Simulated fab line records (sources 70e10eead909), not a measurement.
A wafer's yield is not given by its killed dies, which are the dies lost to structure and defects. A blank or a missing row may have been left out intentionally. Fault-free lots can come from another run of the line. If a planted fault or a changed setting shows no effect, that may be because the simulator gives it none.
One fault seen from 3 desks    flow nand_harc    numbers are kept per desk, each desk with only its own; the story behind them comes last

== AT THE METROLOGY DESK ==
Lot by lot, what the gauges showed, no matter which tool ran the lot: averages of those sampled wafers that carry a number. Any lot whose mean is over 4 standard deviations away from the usual mean is out of limits and marked OUT; that distance is given in the brackets.
Columns: A = cd_nm at NHARC_A_CONTACT_CD_MEAS_08, usual 199.7 nm; B = overlay_x_nm at NHARC_A_CONTACT_OVL_MEAS_09, usual -0.1 nm; C = overlay_y_nm at NHARC_A_CONTACT_OVL_MEAS_09, usual 0.1 nm
lot   first seen here  A      B     C
L229  day 23 06:50     200.3  0.3   0.4
L231  day 23 17:57     200.1  -1.7  0.0
L234  day 25 20:27     200.3  -0.2  -0.5
L238  day 26 18:10     199.8  -0.0  -0.2
L239  day 26 22:01     198.8  0.6   -0.3
L242  day 28 23:34     199.4  0.1   -0.6
L248  day 31 16:27     199.3  -0.3  0.0
Finding of this desk: none of the 7 lots has anything out of limits.

== THE DEFECT DESK ==
Inspection counts along the route, by lot: the mean over sampled wafers that carry a number. Any lot whose mean is over 4 standard deviations away from the usual mean is out of limits and marked OUT; that distance is given in the brackets.
Columns: A = raw_defect_count at NHARC_A_CONTACT_INSPECT_10, usual 91
lot   first seen here  A
L229  day 23 06:58     109
L231  day 23 18:05     108
L234  day 25 20:34     91
L238  day 26 18:17     76
L239  day 26 22:08     62
L242  day 28 23:43     86
L248  day 31 16:34     69
Finding of this desk: none of the 7 lots has anything out of limits.

== DESK OF THE TOOL OWNER: rie_diel-02 ==
The tool's own readings at NHARC_A_CONTACT_ETCH_30 (etches the open film in CF4/CHF3, target depth 72.6 nm, time 36.3 s): means of the sampled wafers that have a number, for each lot that ran on this tool. Any lot whose mean is over 4 standard deviations away from the usual mean is out of limits and marked OUT; that distance is given in the brackets.
Columns: A = drypump_motor_current_A at NHARC_A_CONTACT_ETCH_30, usual 5.5 A; B = oes_product_au at NHARC_A_CONTACT_ETCH_30, usual 0.931 a.u.; C = rf_vpp_V at NHARC_A_CONTACT_ETCH_30, usual 370.9 V; D = showerhead_plenum_p_Torr at NHARC_A_CONTACT_ETCH_30, usual 1.59 Torr; E = throttle_valve_pct at NHARC_A_CONTACT_ETCH_30, usual 16.802 %
lot   first seen here  A    B                 C      D     E
L229  day 23 07:40     5.2  0.939             372.4  1.62  16.803
L231  day 23 18:40     5.6  0.937             372.6  1.63  16.808
L234  day 25 21:09     5.6  0.892             372.0  1.62  16.804
L238  day 26 18:52     5.5  0.817 (-7.1) OUT  369.8  1.54  16.802
L239  day 26 22:56     5.3  0.823 (-6.8) OUT  372.4  1.62  16.807
L248  day 31 17:10     5.1  0.922             370.0  1.56  16.807
Finding of this desk: L238, L239 out of limits; the first was L238 at day 26 18:52, on oes_product_au at NHARC_A_CONTACT_ETCH_30. Within limits: L229, L231, L234, L248.

== BROUGHT TOGETHER ==
An alarm could have come from the tool owner's desk at day 26 18:52, on L238, L239.
The metrology desk saw nothing out of limits.
Nothing the defect desk looked at was out of limits.
The metrology desk holds a record of L238, L239, inside its limits.
The defect desk has L238, L239 on record, within its limits.
Of the lots named, all ran NHARC_A_CONTACT_ETCH_30 on rie_diel-02.

== WHAT HAD BEEN PUT IN BY THE SIMULATOR ==
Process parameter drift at NHARC_A_CONTACT_ETCH_30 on rie_diel-02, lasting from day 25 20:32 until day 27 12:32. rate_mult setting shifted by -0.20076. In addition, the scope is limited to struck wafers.
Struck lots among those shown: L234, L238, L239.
Delay in hours, fault start to first out-of-limits reading, by desk: the tool owner's desk at 22.
